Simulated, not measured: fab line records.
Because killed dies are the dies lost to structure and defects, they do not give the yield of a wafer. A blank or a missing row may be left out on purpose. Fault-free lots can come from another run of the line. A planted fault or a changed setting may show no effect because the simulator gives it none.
Check of tool commonality -- flow nand_harc -- 33 wafers sampled across 11 lots

== REASON FOR OPENING ==
At NHARC_A_CONTACT_OVL_MEAS_09 the reading overlay_x_nm is flagged on 2 of 11 lots. Wafers without a fault read 0.2 nm, standard deviation 0.79.
Rule: flag the lot when none of its wafers has a number, or when each of its wafers that has one lies beyond 4 standard deviations from that mean. All remaining lots are regarded as sound.

lot,measured,on,"overlay_x_nm (nm), wafer by wafer",flag
L599,day 16 15:40,overlay-01,1.1 1.0 1.0,
L601,day 17 17:58,overlay-02,0.4 0.5 1.7,
L604,day 18 12:33,overlay-02,0.6 0.7 0.9,
L603,day 18 17:38,overlay-02,-0.9 -1.0 -0.6,
L606,day 18 22:02,overlay-02,-0.8 -0.4 -0.9,
L607,day 19 19:20,overlay-01,-0.7 0.0 -0.4,
L614,day 20 06:34,overlay-02,9.9 9.8 9.6,FLAGGED
L613,day 20 21:56,overlay-01,8.4 8.7 9.2,FLAGGED
L621,day 22 04:38,overlay-01,-0.7 0.1 -0.2,
L620,day 22 14:54,overlay-02,0.1 0.1 -0.7,
L622,day 22 19:29,overlay-01,-0.1 0.6 0.6,
The mean of the flagged lots' numbers is 9.3 nm, +9.1 nm from the usual (+11 standard deviations).

== LOT BY LOT: THE TOOL USED ==
The record holds 1 process step before the reading, out of a route of 1159 steps. Each cell gives the tool, then ch followed by the chambers the sampled wafers passed through, then the start.
lot,flag,NHARC_A_CONTACT_EXPOSE_05
L599,,"arfi_scanner-02 ch 0, day 16 15:27"
L601,,"arfi_scanner-03 ch 0, day 17 17:44"
L604,,"arfi_scanner-02 ch 0, day 18 12:19"
L603,,"arfi_scanner-01 ch 0, day 18 17:25"
L606,,"arfi_scanner-01 ch 0, day 18 21:49"
L607,,"arfi_scanner-02 ch 0, day 19 19:07"
L614,FLAGGED,"arfi_scanner-01 ch 0, day 20 06:21"
L613,FLAGGED,"arfi_scanner-01 ch 0, day 20 21:43"
L621,,"arfi_scanner-03 ch 0, day 22 04:24"
L620,,"arfi_scanner-03 ch 0, day 22 14:41"
L622,,"arfi_scanner-02 ch 0, day 22 19:16"
What is done by these steps:
- NHARC_A_CONTACT_EXPOSE_05: exposes mask A CC.
- NHARC_A_CONTACT_OVL_MEAS_09

== FLAGGED AGAINST TOTAL, ONE TOOL AT A TIME (gauges that did the reading follow at the end) ==
step,tool,lots run,flagged,share of the flagged lots,sound lots run after its first flagged lot
NHARC_A_CONTACT_EXPOSE_05,arfi_scanner-01,4,2,all,0
NHARC_A_CONTACT_EXPOSE_05,arfi_scanner-02,4,0,none,-
NHARC_A_CONTACT_EXPOSE_05,arfi_scanner-03,3,0,none,-
NHARC_A_CONTACT_OVL_MEAS_09,overlay-01,5,1,some,"2 (L621,L622)"
NHARC_A_CONTACT_OVL_MEAS_09,overlay-02,6,1,some,1 (L620)

== WHAT IS ALLOWED BY THE TABLE ==
All flagged lots share 1 row of the table, namely arfi_scanner-01 at NHARC_A_CONTACT_EXPOSE_05.
- arfi_scanner-01 at NHARC_A_CONTACT_EXPOSE_05: 2 of its 4 lots flagged. Its last sound lot is L606 (day 18 21:49), its first flagged lot L614 (day 20 06:21): a fault that began between those two fits.
One tool is left: arfi_scanner-01 at NHARC_A_CONTACT_EXPOSE_05.

== WHAT HAD BEEN PUT IN BY THE SIMULATOR ==
Scanner matching overlay: arfi_scanner-01, from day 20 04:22 on, at NHARC_A_CONTACT_EXPOSE_05. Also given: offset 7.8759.
Shown lots that were struck: L614, L613. This agrees with what the rule above found.
